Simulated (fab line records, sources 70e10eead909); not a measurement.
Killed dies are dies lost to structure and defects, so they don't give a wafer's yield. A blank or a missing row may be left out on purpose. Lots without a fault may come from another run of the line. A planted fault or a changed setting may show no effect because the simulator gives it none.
Chamber matching | flow nand_harc | NHARC_THIN_TSV_STRIP_46 on wet_bench-10: 8 sister chambers
The step strips in post etch residue remover, time 1200 s. 14 wafers are shown with their chamber, then 7 later ones without.

WAFERS WITH THEIR CHAMBER
wafer  | chamber | bath_guard_temp_C (C)
L075.1 | 3       | 73.7
L075.2 | 0       | 72.3
L075.3 | 5       | 73.2
L075.4 | 4       | 72.2
L075.5 | 2       | 72.2
L075.6 | 1       | 73.2
L074.2 | 6       | 72.5
L074.3 | 5       | 73.1
L074.4 | 4       | 72.4
L083.2 | 6       | 72.2
L083.5 | 0       | 72.3
L083.6 | 7       | 72.9
L085.1 | 2       | 72.3
L085.2 | 3       | 73.6

SIGNATURES (means of the wafers above)
reading           | chamber 0 | chamber 1 | chamber 2 | chamber 3 | chamber 4 | chamber 5 | chamber 6 | chamber 7 | scatter within a chamber
bath_guard_temp_C | 72.300    | 73.200    | 72.250    | 73.650    | 72.300    | 73.150    | 72.350    | 72.900    | 0.115
Rule: a wafer's distance from a chamber is the root of the sum, over the readings, of the square of ((its reading less the chamber's mean) divided by the reading's scatter). The wafer belongs to the nearest chamber; if the next one is less than 2 further off, it can't be placed. The scatter: the root of (the sum of the squares of (reading less its chamber's mean) over the shown wafers, divided by (wafers less chambers)).

WAFERS WITHOUT THEIR CHAMBER
wafer  | bath_guard_temp_C (C)
L085.4 | 73.4
L091.1 | 72.2
L091.5 | 72.4
L091.6 | 72.0
L096.2 | 72.2
L096.4 | 72.8
L096.6 | 73.1

WHICH CHAMBER EACH WENT THROUGH
wafer  | from the rows above               | in truth
L085.4 | can't be placed: 1 or 3 or 5      | 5
L091.1 | can't be placed: 2 or 0 or 4 or 6 | 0
L091.5 | can't be placed: 6 or 4 or 0 or 2 | 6
L091.6 | can't be placed: 2 or 0 or 4 or 6 | 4
L096.2 | can't be placed: 2 or 0 or 4 or 6 | 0
L096.4 | 7                                 | 7
L096.6 | can't be placed: 5 or 1 or 7      | 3
Placed correctly: 1 of 7. Can't be placed from these rows: 6 (the true chamber is among the candidates in 5). Placed wrongly: 0.
